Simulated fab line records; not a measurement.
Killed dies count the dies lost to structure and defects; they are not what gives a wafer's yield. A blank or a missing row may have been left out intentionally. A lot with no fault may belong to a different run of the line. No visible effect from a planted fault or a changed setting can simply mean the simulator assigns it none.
Code-filled problem report in 8D (eight disciplines) form	flow nand harc	the parts of the form that need people (team, actions taken, sign-off) are left out

## 1. WHAT IS WRONG
Mean of killed at array at NHARC_END_SORT_01: 92 across 2 wafers in 2 lots; on wafers with no fault it is 27 (standard deviation 11). That is +5.9 standard deviations from the usual mean.
First observed at day 19 16:23: wafer L479.6, on prober-01. At this step, 6 wafers from 2 lots have a number in the record. By rule, "out" or "out of limits" means more than 4 standard deviations away from the usual mean. All remaining wafers that have a number are taken as sound.

## 2. WHAT IT IS, AND WHAT IT ISN'T
question	is	is not
which readings at this step	killed at array, killed dies	killed at other, killed at periphery, killed open, killed short
which lots	L479, L483	-
which wafers of those lots	L479.6, L483.3	L479.2, L479.4, L483.2, L483.5
read on which gauges	prober-01	-
when	from day 19 16:23	up to then (2 sound wafers); but 2 sound wafers of L483 came after

## 3. WHAT RULES OUT EACH SUSPECT
Counting: any tool at a process step up to the reading remains a suspect provided it ran every lot that is out. Sound lots after the first of them don't rule it out here, since some wafers of a struck lot are sound.
- the gauge at NHARC_END_SORT_01 has been ruled out. All the wafers that are out were read on prober-01, but those of them that NHARC_A_CHANNEL_HOLE_D1_ETCH_34 has rows for are out there too, on other tools.
- rie diel-10 at NHARC_A_CHANNEL_HOLE_D1_ETCH_34 (etches the open film in CF4/CHF3, target depth 154 nm, time 77 s): kept. It ran every lot that is out, first L479 (day 9 01:58). Out on those wafers are its own readings of run length s.
- har etch-01 at NHARC_A_CHANNEL_HOLE_D1_ETCH_24 (etches the open film in C4F8/O2/Ar, time 906.2 s, target depth 1500 nm): kept. It ran every lot that is out, first L479 (day 9 04:50).
- har etch-01 at NHARC_A_CHANNEL_HOLE_D1_ETCH_25 (etches the open film in C4F8/O2/Ar, time 1040.2 s, target depth 1500 nm): kept. It ran every lot that is out, first L479 (day 9 05:36).
- Within rie diel-10 at NHARC_A_CHANNEL_HOLE_D1_ETCH_34: the wafers that are out ran in chamber 0; their sound lot-mates ran in chambers 1, 2, 3.
rie diel-10 at NHARC_A_CHANNEL_HOLE_D1_ETCH_34, har etch-01 at NHARC_A_CHANNEL_HOLE_D1_ETCH_24 and har etch-01 at NHARC_A_CHANNEL_HOLE_D1_ETCH_25 are what is left after counting.

## 4. THE CAUSE (what the simulator had put in)
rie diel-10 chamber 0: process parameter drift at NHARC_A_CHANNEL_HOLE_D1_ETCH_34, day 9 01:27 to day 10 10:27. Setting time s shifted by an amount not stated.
Counting leaves 3 suspects; this tool is one of them.

## 5. THE CHAIN OF EFFECTS, in route order
Each row: a reading where the mean over the struck wafers with a number is more than 3 standard deviations away from the usual. Scope: only readings with a usual standard deviation given in the record; hours: median across lots of the time from each lot's start at the first step in this table that gives one to its start at this step; sigmas: change in usual standard deviations.
hours	step	reading	usual	on struck wafers	change	sigmas
0	NHARC_A_CHANNEL_HOLE_D1_ETCH_34	run length s	98.1 s	91.8	-6.3	-14
258	NHARC_END_SORT_01	killed at array	27	92	+64	+5.9
258	NHARC_END_SORT_01	killed dies	30	96	+66	+6.0
Process steps it contains:
- NHARC_A_CHANNEL_HOLE_D1_ETCH_34: etches the open film in CF4/CHF3, target depth 154 nm, time 77 s.

## 6. WHAT WOULD HAVE CAUGHT IT SOONER
Counted from the fault's start at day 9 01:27, it took 255 hours until the first out-of-limits reading at a measuring or inspecting step in this record, taken at day 19 16:23.
The tool's own readings at NHARC_A_CHANNEL_HOLE_D1_ETCH_34 were out on every struck wafer that the step has a row for (run length s): an alarm limit on them would have fired on the first of those.
By day 19 16:23 the whole set of lots that are out, 2 in number, had already begun NHARC_A_CHANNEL_HOLE_D1_ETCH_34 on rie diel-10. Had the tool been put on hold then, not one of them would have been saved.
